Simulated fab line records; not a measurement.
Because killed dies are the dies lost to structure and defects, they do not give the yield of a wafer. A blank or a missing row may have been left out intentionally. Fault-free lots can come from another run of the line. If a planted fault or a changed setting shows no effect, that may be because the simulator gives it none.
The tool behind it: which one?	flow n5-finfet	69 wafers from 23 lots sampled at 6 of the route's 1938 steps

WHAT THE GAUGES READ, wafer by wafer
N5_BEOL_M7_INSPECT_58: inspects for defects (darkfield). Usual: raw-defect-count reads 70 (standard deviation 24).
lot	measured	on	raw-defect-count	flag
L074	day 8 16:01	defect-inspect-01	86 93 84	
L075	day 8 20:23	defect-inspect-02	112 75 79	
L076	day 9 07:03	defect-inspect-02	87 42 93	
L077	day 9 11:12	defect-inspect-02	89 33 45	
L078	day 9 18:42	defect-inspect-02	77 87 49	
L079	day 9 18:57	defect-inspect-02	80 43 55	
L080	day 10 03:25	defect-inspect-02	93 84 113	
L081	day 10 13:41	defect-inspect-02	54 62 86	
L082	day 10 21:55	defect-inspect-02	65 82 87	
L083	day 11 06:04	defect-inspect-02	80 48 66	
L084	day 11 12:46	defect-inspect-01	52 60 78	
L086	day 11 11:34	defect-inspect-02	111 83 100	
L085	day 11 14:03	defect-inspect-02	75 30 47	
L087	day 12 06:59	defect-inspect-01	115 82 85	
L088	day 12 11:55	defect-inspect-01	73 65 84	
L089	day 12 20:32	defect-inspect-02	76 81 49	
L090	day 13 00:28	defect-inspect-02	43 31 136	
L091	day 13 00:43	defect-inspect-01	82 63 77	
L092	day 13 11:35	defect-inspect-01	69 60 65	
L093	day 13 16:08	defect-inspect-02	84 62 101	
L095	day 13 23:10	defect-inspect-02	51 51 50	
L094	day 14 00:29	defect-inspect-02	57 50 72	
L097	day 14 20:48	defect-inspect-02	84 77 87	

WHICH TOOL RAN EACH LOT (tool, then ch and the chambers of the sampled wafers, then the start)
lot	N5_BEOL_M7_HM_OPEN_17	N5_BEOL_M7_DESCUM_33	N5_BEOL_M7_ETCH_72	N5_BEOL_M7_STRIP_80	N5_BEOL_M7_SPUTTER_48
L074	rie-metal-01 ch 0,1, day 8 11:35	rie-diel-06 ch 0,1,2, day 8 12:22	rie-diel-06 ch 0,1,2, day 8 12:25	rie-diel-06 ch 0,1,2, day 8 14:56 or earlier	pvd-sputter-03, day 8 14:56
L075	rie-metal-03 ch 0,1, day 8 16:07	rie-diel-02 ch 0,2,3, day 8 17:42	rie-diel-02 ch 0,2,3, day 8 17:44	rie-diel-02 ch 0,2,3, day 8 19:25 or earlier	pvd-sputter-02, day 8 19:25
L076	rie-metal-02 ch 0,1, day 9 02:09	rie-diel-04 ch 0,1, day 9 02:59	rie-diel-04 ch 0,1, day 9 03:01	rie-diel-04 ch 0,1, day 9 06:05 or earlier	pvd-sputter-03, day 9 06:05
L077	rie-metal-03 ch 0,1, day 9 06:02	rie-diel-02 ch 1,2, day 9 08:07	rie-diel-02 ch 1,2, day 9 08:09	rie-diel-02 ch 1,2, day 9 09:59 or earlier	pvd-sputter-02, day 9 09:59
L078	rie-metal-03 ch 1, day 9 13:22	rie-diel-04 ch 1,2, day 9 14:25	rie-diel-04 ch 1,2, day 9 14:27	rie-diel-04 ch 1,2, day 9 17:21 or earlier	pvd-sputter-03, day 9 17:21
L079	rie-metal-02 ch 0,1, day 9 15:25	rie-diel-06 ch 0,1, day 9 16:11	rie-diel-06 ch 0,1, day 9 16:13	rie-diel-06 ch 0,1, day 9 17:56 or earlier	pvd-sputter-03, day 9 17:56
L080	rie-metal-03 ch 1, day 9 20:33	rie-diel-02 ch 0,2,3, day 10 00:08	rie-diel-02 ch 0,2,3, day 10 00:11	rie-diel-02 ch 0,2,3, day 10 01:56 or earlier	pvd-sputter-01, day 10 01:56
L081	rie-metal-02 ch 0,1, day 10 08:55	rie-diel-06 ch 0,1,3, day 10 10:26	rie-diel-06 ch 0,1,3, day 10 10:28	rie-diel-06 ch 0,1,3, day 10 12:43 or earlier	pvd-sputter-03, day 10 12:43
L082	rie-metal-01 ch 0,1, day 10 13:39	rie-diel-02 ch 2,3, day 10 16:11	rie-diel-02 ch 2,3, day 10 16:13	rie-diel-02 ch 2,3, day 10 20:50 or earlier	pvd-sputter-02, day 10 20:50
L083	rie-metal-01 ch 0,1, day 11 01:11	rie-diel-02 ch 0,2,3, day 11 03:05	rie-diel-02 ch 0,2,3, day 11 03:07	rie-diel-02 ch 0,2,3, day 11 05:06 or earlier	pvd-sputter-03, day 11 05:06
L084	rie-metal-03 ch 0,1, day 11 06:57	rie-diel-06 ch 0,2, day 11 08:42	rie-diel-06 ch 0,2, day 11 08:44	rie-diel-06 ch 0,2, day 11 11:49 or earlier	pvd-sputter-02, day 11 11:49
L086	rie-metal-02 ch 0,1, day 11 07:32	rie-diel-06 ch 0,3, day 11 08:18	rie-diel-06 ch 0,3, day 11 08:20	rie-diel-06 ch 0,3, day 11 10:37 or earlier	pvd-sputter-03, day 11 10:37
L085	rie-metal-02 ch 0,1, day 11 08:17	rie-diel-04 ch 0,1, day 11 09:17	rie-diel-04 ch 0,1, day 11 09:20	rie-diel-04 ch 0,1, day 11 13:00 or earlier	pvd-sputter-02, day 11 13:00
L087	rie-metal-02 ch 0,1, day 11 22:56	rie-diel-06 ch 0,2,3, day 12 03:28	rie-diel-06 ch 0,2,3, day 12 03:30	rie-diel-06 ch 0,2,3, day 12 05:50 or earlier	pvd-sputter-02, day 12 05:50
L088	rie-metal-01 ch 0,1, day 12 05:16	rie-diel-06 ch 0,2, day 12 08:26	rie-diel-06 ch 0,2, day 12 08:28	rie-diel-06 ch 0,2, day 12 10:29 or earlier	pvd-sputter-03, day 12 10:29
L089	rie-metal-02 ch 0,1, day 12 13:10	rie-diel-06 ch 2,3, day 12 14:21	rie-diel-06 ch 2,3, day 12 14:23	rie-diel-06 ch 2,3, day 12 19:35 or earlier	pvd-sputter-01, day 12 19:35
L090	rie-metal-01 ch 0,1, day 12 13:31	rie-diel-06 ch 0,1,2, day 12 19:31	rie-diel-06 ch 0,1,2, day 12 19:34	rie-diel-06 ch 0,1,2, day 12 23:31 or earlier	pvd-sputter-02, day 12 23:31
L091	rie-metal-02 ch 1, day 12 15:49	rie-diel-06 ch 1,2,3, day 12 19:55	rie-diel-06 ch 1,2,3, day 12 19:58	rie-diel-06 ch 1,2,3, day 12 23:40 or earlier	pvd-sputter-02, day 12 23:40
L092	rie-metal-03 ch 0,1, day 13 04:59	rie-diel-02 ch 0,2, day 13 08:11	rie-diel-02 ch 0,2, day 13 08:13	rie-diel-02 ch 0,2, day 13 10:17 or earlier	pvd-sputter-02, day 13 10:17
L093	rie-metal-02 ch 0,1, day 13 09:29	rie-diel-04 ch 1,3, day 13 11:35	rie-diel-04 ch 1,3, day 13 11:37	rie-diel-04 ch 1,3, day 13 15:04 or earlier	pvd-sputter-01, day 13 15:04
L095	rie-metal-01 ch 0,1, day 13 18:04	rie-diel-04 ch 2,3, day 13 18:55	rie-diel-04 ch 2,3, day 13 18:57	rie-diel-04 ch 2,3, day 13 22:08 or earlier	pvd-sputter-02, day 13 22:08
L094	rie-metal-01 ch 0,1, day 13 19:03	rie-diel-02 ch 0,2,3, day 13 21:07	rie-diel-02 ch 0,2,3, day 13 21:10	rie-diel-02 ch 0,2,3, day 13 23:18 or earlier	pvd-sputter-01, day 13 23:18
L097	rie-metal-02 ch 0, day 14 15:12	rie-diel-06 ch 2,3, day 14 17:19	rie-diel-06 ch 2,3, day 14 17:21	rie-diel-06 ch 2,3, day 14 19:49 or earlier	pvd-sputter-02, day 14 19:49
- N5_BEOL_M7_HM_OPEN_17: chemistry Cl2/BCl3, target TiN, target depth 20 nm, overetch 6 nm.
- N5_BEOL_M7_DESCUM_33: chemistry O2, time 7 s.
- N5_BEOL_M7_ETCH_72: etches underlayer in N2/H2, target depth 6.5 nm, time 5.2 s.
- N5_BEOL_M7_STRIP_80: strips in N2/H2, time 10 s.
- N5_BEOL_M7_SPUTTER_48: material Cu, target thk 10 nm, time 1.667 s.

WHAT THE TOOLS THEMSELVES READ (means of the sampled wafers that have a number; where no wafer has one, the mark that the record gives instead)
N5_BEOL_M7_HM_OPEN_17. Usual: drypump-motor-current-A 5.6 A, standard deviation 0.4; oes-product-au 0.61 a.u., standard deviation 0.088; throttle-valve-pct 22.3 %, standard deviation 0.36.
lot	tool	drypump-motor-current-A (A)	oes-product-au (a.u.)	throttle-valve-pct (%)	flag
L074	rie-metal-01	5.8	0.72	22.0	
L075	rie-metal-03	5.2	0.51	22.5	
L076	rie-metal-02	5.6	0.57	22.6	
L077	rie-metal-03	5.5	0.51	22.6	
L078	rie-metal-03	4.8	0.52	22.5	
L079	rie-metal-02	5.6	0.56	22.6	
L080	rie-metal-03	4.8	0.51	22.5	
L081	rie-metal-02	5.7	0.56	22.4	
L082	rie-metal-01	5.9	0.68	21.9	
L083	rie-metal-01	5.9	0.68	21.9	
L084	rie-metal-03	5.2	0.81	22.3	
L086	rie-metal-02	5.6	0.56	22.6	
L085	rie-metal-02	5.6	0.56	22.6	
L087	rie-metal-02	5.7	0.55	22.4	
L088	rie-metal-01	5.9	0.68	21.8	
L089	rie-metal-02	5.8	0.55	22.4	
L090	rie-metal-01	5.9	0.69	21.8	
L091	rie-metal-02	5.9	0.54	22.2	
L092	rie-metal-03	5.1	0.78	22.3	
L093	rie-metal-02	5.7	0.54	22.4	
L095	rie-metal-01	5.9	0.68	21.8	
L094	rie-metal-01	5.9	0.68	21.9	
L097	rie-metal-02	5.4	0.56	22.8	

N5_BEOL_M7_DESCUM_33. Usual: drypump-motor-current-A 5.9 A, standard deviation 0.34; oes-product-au 0.75 a.u., standard deviation 0.067; rf-vpp-V 242.8 V, standard deviation 1.3; showerhead-plenum-p-Torr 2.06 Torr, standard deviation 0.071; throttle-valve-pct 20.50 %, standard deviation 0.16.
lot	tool	drypump-motor-current-A (A)	oes-product-au (a.u.)	rf-vpp-V (V)	showerhead-plenum-p-Torr (Torr)	throttle-valve-pct (%)	flag
L074	rie-diel-06	6.0	0.74	242.2	2.03	20.58	
L075	rie-diel-02	5.9	0.79	243.4	2.08	20.37	
L076	rie-diel-04	6.2	0.71	242.4	2.13	20.51	
L077	rie-diel-02	5.8	0.74	242.7	2.06	20.43	
L078	rie-diel-04	5.8	0.70	244.3	2.12	20.34	
L079	rie-diel-06	6.0	0.72	241.5	2.01	20.60	
L080	rie-diel-02	5.9	0.79	242.8	2.07	20.38	
L081	rie-diel-06	6.1	0.73	241.6	2.02	20.56	
L082	rie-diel-02	6.2	0.74	243.5	2.06	20.39	
L083	rie-diel-02	5.9	0.79	243.5	2.07	20.39	
L084	rie-diel-06	5.7	0.72	241.5	2.00	20.62	
L086	rie-diel-06	5.8	0.71	241.0	1.98	20.59	
L085	rie-diel-04	6.1	0.69	243.8	2.13	20.54	
L087	rie-diel-06	5.8	0.71	242.2	1.99	20.60	
L088	rie-diel-06	5.7	0.72	242.1	2.00	20.62	
L089	rie-diel-06	5.8	0.72	241.7	1.99	20.55	
L090	rie-diel-06	6.0	0.72	241.8	2.01	20.63	
L091	rie-diel-06	6.1	0.72	241.1	2.02	20.57	
L092	rie-diel-02	5.7	0.76	243.0	2.03	20.43	
L093	rie-diel-04	5.8	0.92	242.9	2.15	20.13	
L095	rie-diel-04	5.6	0.72	244.0	2.13	20.39	
L094	rie-diel-02	5.9	0.75	243.6	2.07	20.43	
L097	rie-diel-06	5.8	0.71	241.2	1.99	20.61	

N5_BEOL_M7_ETCH_72. Usual: drypump-motor-current-A 5.9 A, standard deviation 0.34; etch-rf-on-time-s 5.17 s, standard deviation 0.083; oes-product-au 0.64 a.u., standard deviation 0.06; rf-vpp-V 523.0 V, standard deviation 2.5; showerhead-plenum-p-Torr 2.51 Torr, standard deviation 0.09; throttle-valve-pct 17.97 %, standard deviation 0.16.
lot	tool	drypump-motor-current-A (A)	etch-rf-on-time-s (s)	oes-product-au (a.u.)	rf-vpp-V (V)	showerhead-plenum-p-Torr (Torr)	throttle-valve-pct (%)	flag
L074	rie-diel-06	6.0	5.15	0.64	521.6	2.46	17.99	
L075	rie-diel-02	5.9	5.18	0.68	523.7	2.53	17.85	
L076	rie-diel-04	6.1	5.21	0.60	525.3	2.57	17.90	
L077	rie-diel-02	5.7	5.09	0.64	522.7	2.50	17.84	
L078	rie-diel-04	5.9	5.08	0.61	524.1	2.58	17.83	
L079	rie-diel-06	6.0	5.28	0.61	521.4	2.45	18.09	
L080	rie-diel-02	5.9	5.17	0.68	523.8	2.52	17.87	
L081	rie-diel-06	6.1	5.20	0.62	522.0	2.46	18.12	
L082	rie-diel-02	6.2	5.16	0.62	523.2	2.50	17.86	
L083	rie-diel-02	5.9	5.19	0.67	523.4	2.52	17.89	
L084	rie-diel-06	5.7	5.15	0.62	521.0	2.41	17.97	
L086	rie-diel-06	5.8	5.22	0.60	519.8	2.41	18.14	
L085	rie-diel-04	6.1	5.23	0.58	523.6	2.57	17.91	
L087	rie-diel-06	5.8	5.16	0.62	520.7	2.42	18.07	
L088	rie-diel-06	5.7	5.13	0.62	519.8	2.41	17.98	
L089	rie-diel-06	5.9	5.22	0.61	519.8	2.43	18.08	
L090	rie-diel-06	6.0	5.16	0.62	522.3	2.45	18.05	
L091	rie-diel-06	6.0	5.20	0.62	520.5	2.46	18.07	
L092	rie-diel-02	5.8	5.15	0.65	522.9	2.46	17.86	
L093	rie-diel-04	5.8	5.09	0.79	524.6	2.61	17.58	
L095	rie-diel-04	5.6	5.23	0.62	525.1	2.60	17.92	
L094	rie-diel-02	5.9	5.16	0.65	523.4	2.51	17.92	
L097	rie-diel-06	5.8	5.13	0.62	520.6	2.42	18.02	

N5_BEOL_M7_STRIP_80. Usual: drypump-motor-current-A 5.9 A, standard deviation 0.34; oes-product-au 0.75 a.u., standard deviation 0.067; rf-vpp-V 59.1 V, standard deviation 0.85; showerhead-plenum-p-Torr 2.50 Torr, standard deviation 0.09; throttle-valve-pct 23.74 %, standard deviation 0.22.
lot	tool	drypump-motor-current-A (A)	oes-product-au (a.u.)	rf-vpp-V (V)	showerhead-plenum-p-Torr (Torr)	throttle-valve-pct (%)	flag
L074	rie-diel-06	6.0	0.75	59.3	2.46	23.77	
L075	rie-diel-02	5.9	0.80	59.1	2.52	23.64	
L076	rie-diel-04	6.1	0.70	59.6	2.57	23.56	
L077	rie-diel-02	5.8	0.75	58.9	2.49	23.61	
L078	rie-diel-04	5.8	0.70	59.4	2.58	23.52	
L079	rie-diel-06	6.0	0.72	58.8	2.44	23.91	
L080	rie-diel-02	5.9	0.79	59.0	2.52	23.66	
L081	rie-diel-06	6.1	0.72	58.1	2.45	23.95	
L082	rie-diel-02	6.2	0.74	59.9	2.50	23.58	
L083	rie-diel-02	5.9	0.79	59.3	2.51	23.66	
L084	rie-diel-06	5.7	0.72	57.8	2.41	23.67	
L086	rie-diel-06	5.8	0.71	59.1	2.41	23.97	
L085	rie-diel-04	6.1	0.69	58.9	2.56	23.58	
L087	rie-diel-06	5.8	0.71	58.7	2.41	23.84	
L088	rie-diel-06	5.7	0.71	58.7	2.41	23.69	
L089	rie-diel-06	5.9	0.71	59.5	2.43	23.86	
L090	rie-diel-06	6.0	0.72	59.0	2.44	23.81	
L091	rie-diel-06	6.1	0.72	59.3	2.45	23.84	
L092	rie-diel-02	5.7	0.75	58.0	2.46	23.64	
L093	rie-diel-04	5.8	0.91	59.2	2.61	23.31	
L095	rie-diel-04	5.6	0.72	59.0	2.59	23.65	
L094	rie-diel-02	5.9	0.76	58.9	2.51	23.70	
L097	rie-diel-06	5.8	0.71	58.4	2.41	23.73	

N5_BEOL_M7_SPUTTER_48. Usual: substrate-temp-c -20.00 C, standard deviation 0.099; throttle-valve-pct 30.1 %, standard deviation 1.1.
lot	tool	substrate-temp-c (C)	throttle-valve-pct (%)	flag
L074	pvd-sputter-03	-20.04	30.8	
L075	pvd-sputter-02	-20.06	30.0	
L076	pvd-sputter-03	-19.88	31.1	
L077	pvd-sputter-02	-19.99	29.6	
L078	pvd-sputter-03	-19.94	31.0	
L079	pvd-sputter-03	-19.98	30.3	
L080	pvd-sputter-01	-19.96	29.7	
L081	pvd-sputter-03	-20.03	31.0	
L082	pvd-sputter-02	-19.91	30.2	
L083	pvd-sputter-03	-20.01	29.9	
L084	pvd-sputter-02	-20.00	29.6	
L086	pvd-sputter-03	-20.04	29.8	
L085	pvd-sputter-02	-19.93	28.9	
L087	pvd-sputter-02	-20.02	30.3	
L088	pvd-sputter-03	-19.96	30.2	
L089	pvd-sputter-01	-20.03	29.7	
L090	pvd-sputter-02	-20.09	30.0	
L091	pvd-sputter-02	-19.96	30.2	
L092	pvd-sputter-02	-20.01	30.5	
L093	pvd-sputter-01	-19.99	29.9	
L095	pvd-sputter-02	-19.98	30.6	
L094	pvd-sputter-01	-19.93	29.7	
L097	pvd-sputter-02	-19.87	29.3	

THE ANSWER, worked out from the rows above alone
Rule: a lot counts as off when the mean over its wafers that have a number is more than 3 standard deviations away from the usual mean. A lot without any number at a reading at which 4 lots or more have one is off too. All remaining lots with rows at the step are treated as sound. The gauges are gone through in route order, then the tools' own readings, and for those a lot's mean is taken as printed above. At the first step where some lot is off, the reading lying furthest off is the one used; lots without a number count as furthest.
No lot is off at any reading shown: from this, nothing can be told.

WHAT THE SIMULATOR HAD PUT IN
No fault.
